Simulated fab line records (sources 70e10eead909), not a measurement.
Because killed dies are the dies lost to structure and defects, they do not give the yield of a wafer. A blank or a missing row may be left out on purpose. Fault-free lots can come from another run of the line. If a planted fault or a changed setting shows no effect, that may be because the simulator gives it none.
Which tool did it? | flow nand harc | 7 lots, 21 wafers sampled, at 4 steps of a route of 1302

WHAT EACH GAUGE READ, for each wafer
NHARC_A_M1_THK_MEAS_24: measures by xrf.
lot  | measured     | on            | thk nm (nm)
L636 | day 22 15:53 | film metro-01 | 155.1 155.2 154.1
L634 | day 22 18:43 | film metro-01 | 153.7 152.4 153.2
L640 | day 24 03:28 | film metro-01 | 152.5 153.4 151.8
L643 | day 26 04:08 | film metro-01 | 153.8 153.6 155.4
L647 | day 26 23:20 | film metro-02 | 29.1 28.9 30.3
L652 | day 29 06:30 | film metro-01 | 154.8 154.2 153.7
L657 | day 31 13:38 | film metro-02 | 155.4 154.9 155.6

WHICH TOOL RAN EACH LOT (tool, then ch and the chambers of the sampled wafers, then the start)
lot  | NHARC_A_M0_DEP_32               | NHARC_A_M1_ECD_22              | NHARC_A_M1_CMP_23
L636 | pecvd-02 ch 1,2, day 22 12:13   | ecd cu-01 ch 0,1, day 22 14:54 | cmp-04 ch 2,3, day 22 15:34
L634 | pecvd-02 ch 0,1,2, day 22 15:05 | ecd cu-02 ch 0,1, day 22 17:47 | cmp-04 ch 0,2,3, day 22 18:24
L640 | pecvd-03 ch 0,2, day 23 23:39   | ecd cu-01 ch 0,1, day 24 02:34 | cmp-02 ch 0,3, day 24 03:11
L643 | pecvd-03 ch 1,2, day 26 00:20   | ecd cu-02 ch 0,1, day 26 03:05 | cmp-04 ch 0,2, day 26 03:50
L647 | pecvd-02 ch 0,1,2, day 26 19:29 | ecd cu-01 ch 0,1, day 26 22:18 | cmp-02 ch 0,1,2, day 26 23:03
L652 | pecvd-01 ch 0,1,2, day 29 02:40 | ecd cu-02 ch 0,1, day 29 05:28 | cmp-03 ch 0,1,2, day 29 06:11
L657 | pecvd-03 ch 0,2, day 31 09:47   | ecd cu-01 ch 0,1, day 31 12:35 | cmp-04 ch 0,3, day 31 13:21
- NHARC_A_M0_DEP_32: deposits SiCN, target thk 30 nm.
- NHARC_A_M1_ECD_22: material Cu, target thk 400 nm.
- NHARC_A_M1_CMP_23: polishes, t overpolish 20 s, target thk 154.34 nm.

THE ANSWER, worked out from the rows above alone
Rule: what is usual is taken from the lots themselves. The widest of any qualifying gaps counts: lots, ordered by their means at a reading, are off when they make up no more than a third of the lots, leave a main group of 4 or more, and stand apart from it by 3 or more times the standard deviation of that group's means. If all means in a main group match to the digits the tables above print for the reading, that group is not used. A lot without any number at a reading at which 4 lots or more have one is off too. The other lots that the step has rows for count as sound.
Off, at NHARC_A_M1_THK_MEAS_24 on thk nm: L647. Main group: mean 154.0 nm, sd 0.94.
A tool fits if, at a process step before that reading, it ran every lot that is off, and no sound lot after the first of them. Gauges at NHARC_A_M1_THK_MEAS_24: tried the same way as those tools. Undecided on this evidence; 2 tools fit (pecvd-02 at NHARC_A_M0_DEP_32, cmp-02 at NHARC_A_M1_CMP_23).

WHAT THE SIMULATOR HAD PUT IN
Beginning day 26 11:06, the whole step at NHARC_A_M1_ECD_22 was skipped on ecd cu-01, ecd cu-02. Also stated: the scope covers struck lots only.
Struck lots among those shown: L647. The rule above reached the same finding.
